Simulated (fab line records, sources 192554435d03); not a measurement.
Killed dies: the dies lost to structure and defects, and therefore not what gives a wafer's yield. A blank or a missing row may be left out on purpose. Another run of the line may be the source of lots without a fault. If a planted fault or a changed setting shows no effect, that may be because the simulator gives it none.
A sampling plan put to the test :: flow n5_finfet :: one fab line, 50 faults that these records tell of, each judged on the records of the lots that it struck; 2 more are left out, because the records don't allow judging them
What counts as the plan is the set of the line's own looks, namely the steps on the route at which a gauge or an inspection reads a wafer and does not change it. A look can be judged if struck wafers have a number there and the file gives its usual mean and standard deviation on fault-free wafers. Caught: 4 or more of those standard deviations (sigma) separate the usual mean from the mean of the struck wafers at a look after the fault's first step. On the tool: the same test on the tool's own readings at the fault's steps. It also counts as caught if the struck wafers ran another recipe or if their record alone is blank.

## THE FAULTS, as the simulator had put them in
1. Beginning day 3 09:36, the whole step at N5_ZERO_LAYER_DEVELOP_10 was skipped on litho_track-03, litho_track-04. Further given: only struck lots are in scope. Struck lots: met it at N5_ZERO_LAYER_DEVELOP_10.
2. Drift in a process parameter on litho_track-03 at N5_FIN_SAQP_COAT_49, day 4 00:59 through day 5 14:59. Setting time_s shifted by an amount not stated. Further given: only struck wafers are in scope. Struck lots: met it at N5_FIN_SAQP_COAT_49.
3. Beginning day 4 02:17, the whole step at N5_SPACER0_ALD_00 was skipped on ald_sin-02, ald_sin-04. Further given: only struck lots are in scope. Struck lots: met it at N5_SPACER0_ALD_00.
4. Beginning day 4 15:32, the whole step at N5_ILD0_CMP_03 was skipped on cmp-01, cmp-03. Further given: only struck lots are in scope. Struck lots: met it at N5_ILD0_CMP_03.
5. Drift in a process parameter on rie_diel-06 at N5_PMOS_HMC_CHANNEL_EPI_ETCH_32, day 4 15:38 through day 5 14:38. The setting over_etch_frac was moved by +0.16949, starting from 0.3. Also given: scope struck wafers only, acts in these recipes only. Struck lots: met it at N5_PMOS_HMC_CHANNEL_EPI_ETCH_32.
6. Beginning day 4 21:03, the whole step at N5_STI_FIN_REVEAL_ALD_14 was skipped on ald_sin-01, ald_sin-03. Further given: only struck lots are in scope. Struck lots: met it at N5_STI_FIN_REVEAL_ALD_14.
7. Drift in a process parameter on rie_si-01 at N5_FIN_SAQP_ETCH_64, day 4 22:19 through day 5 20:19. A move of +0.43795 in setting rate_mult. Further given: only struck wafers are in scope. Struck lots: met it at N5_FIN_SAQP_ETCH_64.
8. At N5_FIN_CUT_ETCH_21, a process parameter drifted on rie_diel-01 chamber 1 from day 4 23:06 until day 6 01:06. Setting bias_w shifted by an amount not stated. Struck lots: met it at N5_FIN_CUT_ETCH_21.
9. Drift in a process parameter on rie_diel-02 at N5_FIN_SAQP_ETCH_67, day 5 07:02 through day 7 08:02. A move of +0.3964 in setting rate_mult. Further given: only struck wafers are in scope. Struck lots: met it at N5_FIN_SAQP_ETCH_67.
10. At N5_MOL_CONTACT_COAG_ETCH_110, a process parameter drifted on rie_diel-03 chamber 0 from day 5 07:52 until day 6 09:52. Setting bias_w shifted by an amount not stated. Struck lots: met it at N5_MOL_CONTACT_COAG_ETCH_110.
11. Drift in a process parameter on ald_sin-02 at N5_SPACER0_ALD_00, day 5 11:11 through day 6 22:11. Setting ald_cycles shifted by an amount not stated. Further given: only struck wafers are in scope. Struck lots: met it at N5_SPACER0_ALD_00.
12. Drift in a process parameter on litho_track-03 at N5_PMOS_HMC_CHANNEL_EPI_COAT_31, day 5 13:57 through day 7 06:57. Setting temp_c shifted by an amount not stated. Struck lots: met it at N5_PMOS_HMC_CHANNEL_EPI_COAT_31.
13. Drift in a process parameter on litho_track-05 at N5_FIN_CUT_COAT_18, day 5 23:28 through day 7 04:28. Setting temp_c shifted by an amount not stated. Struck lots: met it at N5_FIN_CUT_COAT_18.
14. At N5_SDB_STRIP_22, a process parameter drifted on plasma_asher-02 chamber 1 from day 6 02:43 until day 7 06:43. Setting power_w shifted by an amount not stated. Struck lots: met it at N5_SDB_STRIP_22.
15. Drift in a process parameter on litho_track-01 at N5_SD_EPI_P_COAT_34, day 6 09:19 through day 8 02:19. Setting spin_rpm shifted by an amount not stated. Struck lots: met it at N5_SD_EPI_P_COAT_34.
16. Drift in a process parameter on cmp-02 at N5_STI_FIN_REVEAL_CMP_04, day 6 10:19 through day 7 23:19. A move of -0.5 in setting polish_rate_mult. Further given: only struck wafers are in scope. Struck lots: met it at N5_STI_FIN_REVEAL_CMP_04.
17. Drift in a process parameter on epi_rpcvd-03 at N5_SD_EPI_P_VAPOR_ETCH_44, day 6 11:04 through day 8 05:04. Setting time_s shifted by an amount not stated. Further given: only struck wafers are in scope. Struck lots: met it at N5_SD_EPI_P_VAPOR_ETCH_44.
18. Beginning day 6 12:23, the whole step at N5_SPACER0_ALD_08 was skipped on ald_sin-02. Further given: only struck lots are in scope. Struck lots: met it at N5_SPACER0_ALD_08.
19. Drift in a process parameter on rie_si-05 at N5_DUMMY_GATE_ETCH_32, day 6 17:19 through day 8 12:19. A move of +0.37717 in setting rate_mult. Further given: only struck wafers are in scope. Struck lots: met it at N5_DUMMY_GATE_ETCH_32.
20. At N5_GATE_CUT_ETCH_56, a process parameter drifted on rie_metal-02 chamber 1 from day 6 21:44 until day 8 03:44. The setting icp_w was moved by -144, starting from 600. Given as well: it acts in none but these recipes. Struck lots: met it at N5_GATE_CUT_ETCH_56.
21. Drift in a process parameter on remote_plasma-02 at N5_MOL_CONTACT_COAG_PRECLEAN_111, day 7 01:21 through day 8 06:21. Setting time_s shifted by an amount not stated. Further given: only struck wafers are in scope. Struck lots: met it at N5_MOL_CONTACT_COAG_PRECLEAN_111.
22. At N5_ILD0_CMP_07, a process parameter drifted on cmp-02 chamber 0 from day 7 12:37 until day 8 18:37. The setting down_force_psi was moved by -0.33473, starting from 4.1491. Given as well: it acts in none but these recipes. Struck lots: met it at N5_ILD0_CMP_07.
23. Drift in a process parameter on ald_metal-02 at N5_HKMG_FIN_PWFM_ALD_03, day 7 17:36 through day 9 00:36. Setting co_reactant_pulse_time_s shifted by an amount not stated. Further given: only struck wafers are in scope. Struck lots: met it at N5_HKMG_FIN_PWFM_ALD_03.
24. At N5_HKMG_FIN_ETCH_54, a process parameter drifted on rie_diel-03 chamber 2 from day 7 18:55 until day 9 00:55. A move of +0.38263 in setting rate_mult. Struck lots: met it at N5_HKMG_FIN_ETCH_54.
25. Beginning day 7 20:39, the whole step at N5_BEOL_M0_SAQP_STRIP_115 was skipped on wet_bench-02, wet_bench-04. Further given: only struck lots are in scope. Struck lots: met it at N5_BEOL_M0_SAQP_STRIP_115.
26. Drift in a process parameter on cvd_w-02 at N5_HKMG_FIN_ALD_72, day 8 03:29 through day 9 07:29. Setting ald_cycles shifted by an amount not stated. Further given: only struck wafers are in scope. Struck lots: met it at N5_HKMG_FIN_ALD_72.
27. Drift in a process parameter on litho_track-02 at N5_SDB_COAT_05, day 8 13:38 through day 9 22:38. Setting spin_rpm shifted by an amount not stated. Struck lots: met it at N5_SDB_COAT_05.
28. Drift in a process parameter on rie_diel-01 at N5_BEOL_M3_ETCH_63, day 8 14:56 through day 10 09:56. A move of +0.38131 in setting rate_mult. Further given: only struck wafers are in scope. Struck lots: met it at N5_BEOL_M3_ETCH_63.
29. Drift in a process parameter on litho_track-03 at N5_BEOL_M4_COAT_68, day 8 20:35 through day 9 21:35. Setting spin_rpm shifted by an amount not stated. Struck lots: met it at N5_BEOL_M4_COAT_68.
30. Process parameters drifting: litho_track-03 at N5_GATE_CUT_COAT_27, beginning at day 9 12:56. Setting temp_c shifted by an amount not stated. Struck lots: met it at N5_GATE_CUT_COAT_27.
31. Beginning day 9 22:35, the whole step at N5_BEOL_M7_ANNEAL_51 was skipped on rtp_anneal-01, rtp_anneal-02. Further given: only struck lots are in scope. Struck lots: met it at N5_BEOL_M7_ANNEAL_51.
32. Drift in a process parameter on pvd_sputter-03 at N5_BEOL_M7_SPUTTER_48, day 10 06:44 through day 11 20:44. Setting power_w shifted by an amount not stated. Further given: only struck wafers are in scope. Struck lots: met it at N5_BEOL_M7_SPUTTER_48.
33. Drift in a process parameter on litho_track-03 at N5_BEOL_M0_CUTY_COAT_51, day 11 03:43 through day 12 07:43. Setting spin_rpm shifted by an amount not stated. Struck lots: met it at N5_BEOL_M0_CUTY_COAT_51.
34. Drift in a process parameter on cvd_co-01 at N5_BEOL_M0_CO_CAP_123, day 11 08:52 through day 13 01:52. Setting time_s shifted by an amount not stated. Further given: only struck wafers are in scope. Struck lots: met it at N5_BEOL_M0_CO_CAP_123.
35. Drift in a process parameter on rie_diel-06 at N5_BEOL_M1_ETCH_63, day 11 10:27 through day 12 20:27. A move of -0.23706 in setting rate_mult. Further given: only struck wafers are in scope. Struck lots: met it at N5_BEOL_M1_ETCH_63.
36. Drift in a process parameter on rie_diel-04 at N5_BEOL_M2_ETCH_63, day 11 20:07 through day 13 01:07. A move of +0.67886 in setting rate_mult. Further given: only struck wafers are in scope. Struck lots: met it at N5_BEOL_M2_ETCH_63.
37. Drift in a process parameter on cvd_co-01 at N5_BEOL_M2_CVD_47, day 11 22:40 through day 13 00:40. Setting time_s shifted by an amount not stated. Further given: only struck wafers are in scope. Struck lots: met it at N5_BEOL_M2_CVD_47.
38. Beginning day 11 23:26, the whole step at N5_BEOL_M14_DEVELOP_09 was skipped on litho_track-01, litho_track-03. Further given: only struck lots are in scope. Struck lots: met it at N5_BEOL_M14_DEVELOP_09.
39. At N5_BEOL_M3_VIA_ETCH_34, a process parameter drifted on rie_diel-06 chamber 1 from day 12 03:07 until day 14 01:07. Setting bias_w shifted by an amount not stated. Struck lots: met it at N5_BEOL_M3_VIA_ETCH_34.
40. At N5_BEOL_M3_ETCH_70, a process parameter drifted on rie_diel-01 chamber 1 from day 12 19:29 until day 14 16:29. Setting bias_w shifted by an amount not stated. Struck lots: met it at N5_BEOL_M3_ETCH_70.
41. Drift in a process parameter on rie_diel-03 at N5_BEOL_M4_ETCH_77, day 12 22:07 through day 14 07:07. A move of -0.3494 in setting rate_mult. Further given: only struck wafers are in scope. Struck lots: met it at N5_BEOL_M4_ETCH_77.
42. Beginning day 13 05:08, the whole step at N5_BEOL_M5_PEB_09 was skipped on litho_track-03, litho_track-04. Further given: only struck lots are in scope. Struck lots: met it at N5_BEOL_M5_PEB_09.
43. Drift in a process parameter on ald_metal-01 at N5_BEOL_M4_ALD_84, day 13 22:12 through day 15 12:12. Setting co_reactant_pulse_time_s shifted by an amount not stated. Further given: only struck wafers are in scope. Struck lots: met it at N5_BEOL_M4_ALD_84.
44. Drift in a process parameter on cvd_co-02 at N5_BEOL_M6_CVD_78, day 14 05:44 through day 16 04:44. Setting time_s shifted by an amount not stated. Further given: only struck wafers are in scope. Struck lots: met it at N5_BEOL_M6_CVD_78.
45. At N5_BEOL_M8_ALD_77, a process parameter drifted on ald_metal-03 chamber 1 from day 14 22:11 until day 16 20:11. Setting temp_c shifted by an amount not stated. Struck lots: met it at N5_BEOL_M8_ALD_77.
46. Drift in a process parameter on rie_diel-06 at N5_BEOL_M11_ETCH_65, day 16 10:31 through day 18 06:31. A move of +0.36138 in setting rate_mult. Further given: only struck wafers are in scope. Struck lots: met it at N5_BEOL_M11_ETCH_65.
47. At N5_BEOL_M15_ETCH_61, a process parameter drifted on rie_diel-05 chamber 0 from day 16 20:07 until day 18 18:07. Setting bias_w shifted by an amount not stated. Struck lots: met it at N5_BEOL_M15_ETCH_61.
48. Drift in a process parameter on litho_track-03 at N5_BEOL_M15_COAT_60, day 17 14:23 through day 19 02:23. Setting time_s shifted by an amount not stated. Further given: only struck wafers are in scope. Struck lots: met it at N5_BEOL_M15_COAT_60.
49. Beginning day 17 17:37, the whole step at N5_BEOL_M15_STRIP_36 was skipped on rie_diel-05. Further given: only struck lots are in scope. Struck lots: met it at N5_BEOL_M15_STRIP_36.
50. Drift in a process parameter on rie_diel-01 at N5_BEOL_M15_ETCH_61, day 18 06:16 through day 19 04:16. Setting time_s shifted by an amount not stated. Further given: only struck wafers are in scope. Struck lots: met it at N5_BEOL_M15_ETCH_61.

## WHAT THE PLAN SAW
fault: 1
on the tool itself: the tool's record is blank for the struck wafers
first look that catches it: no look after it can be judged
reading, sigma: -
median hours from its first step to that look: -
hours from the fault's start to the first struck lot there: -
judged looks passed uncaught: 0

fault: 2
on the tool itself: run_length_s -62 sigma
first look that catches it: not the one look that can be judged after it
reading, sigma: -
median hours from its first step to that look: -
hours from the fault's start to the first struck lot there: -
judged looks passed uncaught: 1

fault: 3
on the tool itself: the tool's record is blank for the struck wafers
first look that catches it: no look after it can be judged
reading, sigma: -
median hours from its first step to that look: -
hours from the fault's start to the first struck lot there: -
judged looks passed uncaught: 0

fault: 4
on the tool itself: the tool's record is blank for the struck wafers
first look that catches it: no look after it can be judged
reading, sigma: -
median hours from its first step to that look: -
hours from the fault's start to the first struck lot there: -
judged looks passed uncaught: 0

fault: 5
on the tool itself: under 2 sigma
first look that catches it: not the one look that can be judged after it
reading, sigma: -
median hours from its first step to that look: -
hours from the fault's start to the first struck lot there: -
judged looks passed uncaught: 1

fault: 6
on the tool itself: the tool's record is blank for the struck wafers
first look that catches it: not the one look that can be judged after it
reading, sigma: -
median hours from its first step to that look: -
hours from the fault's start to the first struck lot there: -
judged looks passed uncaught: 1

fault: 7
on the tool itself: oes_product_au +11 sigma
first look that catches it: not the one look that can be judged after it
reading, sigma: -
median hours from its first step to that look: -
hours from the fault's start to the first struck lot there: -
judged looks passed uncaught: 1

fault: 8
on the tool itself: bias_w +17 sigma
first look that catches it: not the one look that can be judged after it
reading, sigma: -
median hours from its first step to that look: -
hours from the fault's start to the first struck lot there: -
judged looks passed uncaught: 1

fault: 9
on the tool itself: only faintly: oes_product_au +2.9 sigma
first look that catches it: none of the 2 looks that can be judged after it
reading, sigma: -
median hours from its first step to that look: -
hours from the fault's start to the first struck lot there: -
judged looks passed uncaught: 2

fault: 10
on the tool itself: bias_w -85 sigma
first look that catches it: not the one look that can be judged after it
reading, sigma: strongest: ION_P at N5_BEOL_M4_RC_MEAS_101, +2.0
median hours from its first step to that look: -
hours from the fault's start to the first struck lot there: -
judged looks passed uncaught: 1

fault: 11
on the tool itself: under 2 sigma
first look that catches it: not the one look that can be judged after it
reading, sigma: -
median hours from its first step to that look: -
hours from the fault's start to the first struck lot there: -
judged looks passed uncaught: 1

fault: 12
on the tool itself: plate_temp_C -16 sigma
first look that catches it: not the one look that can be judged after it
reading, sigma: -
median hours from its first step to that look: -
hours from the fault's start to the first struck lot there: -
judged looks passed uncaught: 1

fault: 13
on the tool itself: plate_temp_C -99 or beyond sigma
first look that catches it: not the one look that can be judged after it
reading, sigma: -
median hours from its first step to that look: -
hours from the fault's start to the first struck lot there: -
judged looks passed uncaught: 1

fault: 14
on the tool itself: strip_time_to_endpoint_s +16 sigma
first look that catches it: not the one look that can be judged after it
reading, sigma: -
median hours from its first step to that look: -
hours from the fault's start to the first struck lot there: -
judged looks passed uncaught: 1

fault: 15
on the tool itself: spin_speed_rpm -45 sigma
first look that catches it: not the one look that can be judged after it
reading, sigma: -
median hours from its first step to that look: -
hours from the fault's start to the first struck lot there: -
judged looks passed uncaught: 1

fault: 16
on the tool itself: time_to_endpoint_s +22 sigma
first look that catches it: not the one look that can be judged after it
reading, sigma: -
median hours from its first step to that look: -
hours from the fault's start to the first struck lot there: -
judged looks passed uncaught: 1

fault: 17
on the tool itself: no reading that can be judged
first look that catches it: N5_BEOL_M4_RC_MEAS_101
reading, sigma: REXT_P +13
median hours from its first step to that look: 150.4
hours from the fault's start to the first struck lot there: 172
judged looks passed uncaught: 0

fault: 18
on the tool itself: the tool's record is blank for the struck wafers
first look that catches it: N5_BEOL_M4_RC_MEAS_101
reading, sigma: IOFF_P +20
median hours from its first step to that look: 167.5
hours from the fault's start to the first struck lot there: 153
judged looks passed uncaught: 0

fault: 19
on the tool itself: oes_product_au +15 sigma
first look that catches it: not the one look that can be judged after it
reading, sigma: -
median hours from its first step to that look: -
hours from the fault's start to the first struck lot there: -
judged looks passed uncaught: 1

fault: 20
on the tool itself: rf_fwd_power_W -69 sigma
first look that catches it: not the one look that can be judged after it
reading, sigma: -
median hours from its first step to that look: -
hours from the fault's start to the first struck lot there: -
judged looks passed uncaught: 1

fault: 21
on the tool itself: under 2 sigma
first look that catches it: not the one look that can be judged after it
reading, sigma: -
median hours from its first step to that look: -
hours from the fault's start to the first struck lot there: -
judged looks passed uncaught: 1

fault: 22
on the tool itself: head_pressure_psi -38 sigma
first look that catches it: none of the 3 looks that can be judged after it
reading, sigma: strongest: ION_P at N5_BEOL_M4_RC_MEAS_101, +2.3
median hours from its first step to that look: -
hours from the fault's start to the first struck lot there: -
judged looks passed uncaught: 3

fault: 23
on the tool itself: under 2 sigma
first look that catches it: not the one look that can be judged after it
reading, sigma: -
median hours from its first step to that look: -
hours from the fault's start to the first struck lot there: -
judged looks passed uncaught: 1

fault: 24
on the tool itself: etch_rf_on_time_s -6.8 sigma
first look that catches it: not the one look that can be judged after it
reading, sigma: -
median hours from its first step to that look: -
hours from the fault's start to the first struck lot there: -
judged looks passed uncaught: 1

fault: 25
on the tool itself: the tool's record is blank for the struck wafers
first look that catches it: not the one look that can be judged after it
reading, sigma: -
median hours from its first step to that look: -
hours from the fault's start to the first struck lot there: -
judged looks passed uncaught: 1

fault: 26
on the tool itself: under 2 sigma
first look that catches it: not the one look that can be judged after it
reading, sigma: -
median hours from its first step to that look: -
hours from the fault's start to the first struck lot there: -
judged looks passed uncaught: 1

fault: 27
on the tool itself: spin_speed_rpm +99 or beyond sigma
first look that catches it: not the one look that can be judged after it
reading, sigma: -
median hours from its first step to that look: -
hours from the fault's start to the first struck lot there: -
judged looks passed uncaught: 1

fault: 28
on the tool itself: etch_rf_on_time_s -13 sigma
first look that catches it: not the one look that can be judged after it
reading, sigma: -
median hours from its first step to that look: -
hours from the fault's start to the first struck lot there: -
judged looks passed uncaught: 1

fault: 29
on the tool itself: spin_speed_rpm +99 or beyond sigma
first look that catches it: not the one look that can be judged after it
reading, sigma: -
median hours from its first step to that look: -
hours from the fault's start to the first struck lot there: -
judged looks passed uncaught: 1

fault: 30
on the tool itself: plate_temp_C -12 sigma
first look that catches it: not the one look that can be judged after it
reading, sigma: -
median hours from its first step to that look: -
hours from the fault's start to the first struck lot there: -
judged looks passed uncaught: 1

fault: 31
on the tool itself: the tool's record is blank for the struck wafers
first look that catches it: no look after it can be judged
reading, sigma: -
median hours from its first step to that look: -
hours from the fault's start to the first struck lot there: -
judged looks passed uncaught: 0

fault: 32
on the tool itself: cathode_dc_power_W -99 or beyond sigma
first look that catches it: no look after it can be judged
reading, sigma: -
median hours from its first step to that look: -
hours from the fault's start to the first struck lot there: -
judged looks passed uncaught: 0

fault: 33
on the tool itself: spin_speed_rpm -99 or beyond sigma
first look that catches it: not the one look that can be judged after it
reading, sigma: -
median hours from its first step to that look: -
hours from the fault's start to the first struck lot there: -
judged looks passed uncaught: 1

fault: 34
on the tool itself: run_length_s -99 or beyond sigma
first look that catches it: not the one look that can be judged after it
reading, sigma: -
median hours from its first step to that look: -
hours from the fault's start to the first struck lot there: -
judged looks passed uncaught: 1

fault: 35
on the tool itself: etch_rf_on_time_s +16 sigma
first look that catches it: not the one look that can be judged after it
reading, sigma: -
median hours from its first step to that look: -
hours from the fault's start to the first struck lot there: -
judged looks passed uncaught: 1

fault: 36
on the tool itself: etch_rf_on_time_s -11 sigma
first look that catches it: none of the 2 looks that can be judged after it
reading, sigma: -
median hours from its first step to that look: -
hours from the fault's start to the first struck lot there: -
judged looks passed uncaught: 2

fault: 37
on the tool itself: run_length_s +14 sigma
first look that catches it: not the one look that can be judged after it
reading, sigma: -
median hours from its first step to that look: -
hours from the fault's start to the first struck lot there: -
judged looks passed uncaught: 1

fault: 38
on the tool itself: the tool's record is blank for the struck wafers
first look that catches it: no look after it can be judged
reading, sigma: -
median hours from its first step to that look: -
hours from the fault's start to the first struck lot there: -
judged looks passed uncaught: 0

fault: 39
on the tool itself: bias_w +67 sigma
first look that catches it: none of the 2 looks that can be judged after it
reading, sigma: -
median hours from its first step to that look: -
hours from the fault's start to the first struck lot there: -
judged looks passed uncaught: 2

fault: 40
on the tool itself: bias_w +29 sigma
first look that catches it: not the one look that can be judged after it
reading, sigma: -
median hours from its first step to that look: -
hours from the fault's start to the first struck lot there: -
judged looks passed uncaught: 1

fault: 41
on the tool itself: etch_rf_on_time_s +17 sigma
first look that catches it: not the one look that can be judged after it
reading, sigma: -
median hours from its first step to that look: -
hours from the fault's start to the first struck lot there: -
judged looks passed uncaught: 1

fault: 42
on the tool itself: the tool's record is blank for the struck wafers
first look that catches it: no look after it can be judged
reading, sigma: -
median hours from its first step to that look: -
hours from the fault's start to the first struck lot there: -
judged looks passed uncaught: 0

fault: 43
on the tool itself: under 2 sigma
first look that catches it: not the one look that can be judged after it
reading, sigma: -
median hours from its first step to that look: -
hours from the fault's start to the first struck lot there: -
judged looks passed uncaught: 1

fault: 44
on the tool itself: run_length_s +8.5 sigma
first look that catches it: no look after it can be judged
reading, sigma: -
median hours from its first step to that look: -
hours from the fault's start to the first struck lot there: -
judged looks passed uncaught: 0

fault: 45
on the tool itself: susceptor_temp_C +36 sigma
first look that catches it: no look after it can be judged
reading, sigma: -
median hours from its first step to that look: -
hours from the fault's start to the first struck lot there: -
judged looks passed uncaught: 0

fault: 46
on the tool itself: etch_rf_on_time_s -12 sigma
first look that catches it: not the one look that can be judged after it
reading, sigma: -
median hours from its first step to that look: -
hours from the fault's start to the first struck lot there: -
judged looks passed uncaught: 1

fault: 47
on the tool itself: bias_w -16 sigma
first look that catches it: no look after it can be judged
reading, sigma: -
median hours from its first step to that look: -
hours from the fault's start to the first struck lot there: -
judged looks passed uncaught: 0

fault: 48
on the tool itself: run_length_s -37 sigma
first look that catches it: none of the 2 looks that can be judged after it
reading, sigma: -
median hours from its first step to that look: -
hours from the fault's start to the first struck lot there: -
judged looks passed uncaught: 2

fault: 49
on the tool itself: the tool's record is blank for the struck wafers
first look that catches it: no look after it can be judged
reading, sigma: -
median hours from its first step to that look: -
hours from the fault's start to the first struck lot there: -
judged looks passed uncaught: 0

fault: 50
on the tool itself: run_length_s +41 sigma
first look that catches it: no look after it can be judged
reading, sigma: -
median hours from its first step to that look: -
hours from the fault's start to the first struck lot there: -
judged looks passed uncaught: 0
A dash: the fault isn't caught, or these records don't give the number.

Caught at a look: 2 of 50. Caught on the tool: 42 of 50. By one or the other: 43 of 50.
On the tool alone, faults 1, 2, 3, 4, 6, 7, 8, 10, 12, 13, 14, 15, 16, 19, 20, 22, 24, 25, 27, 28, 29, 30, 31, 32, 33, 34, 35, 36, 37, 38, 39, 40, 41, 42, 44, 45, 46, 47, 48, 49, 50 were caught.
Caught at a look alone: fault 17.
Caught by neither: faults 5, 9, 11, 21, 23, 26, 43.

## THINNER SAMPLING
Were the look that catches a fault to measure just every second or every third lot (counted by lot number), the first struck lot would, at worst, be measured this late:
fault: 17
struck lots at that look, in order of time: L852, L855
every lot: 172 h
every second lot: 177 h
every third lot: may miss all 2

fault: 18
struck lots at that look, in order of time: L507, L506
every lot: 153 h
every second lot: 188 h
every third lot: may miss all 2
Hours are from the fault's start to the first struck lot that is measured. The test against the limit of 4 sigma pooled every struck wafer, which means one lot taken alone may stay below that limit. Other struck lots may not be in these records.

## THE LONGEST TIMED WAY FROM STEP TO LOOK
Fault 18: a median of 167.5 hours passes between N5_SPACER0_ALD_08 and N5_BEOL_M4_RC_MEAS_101. No look between them can be judged.
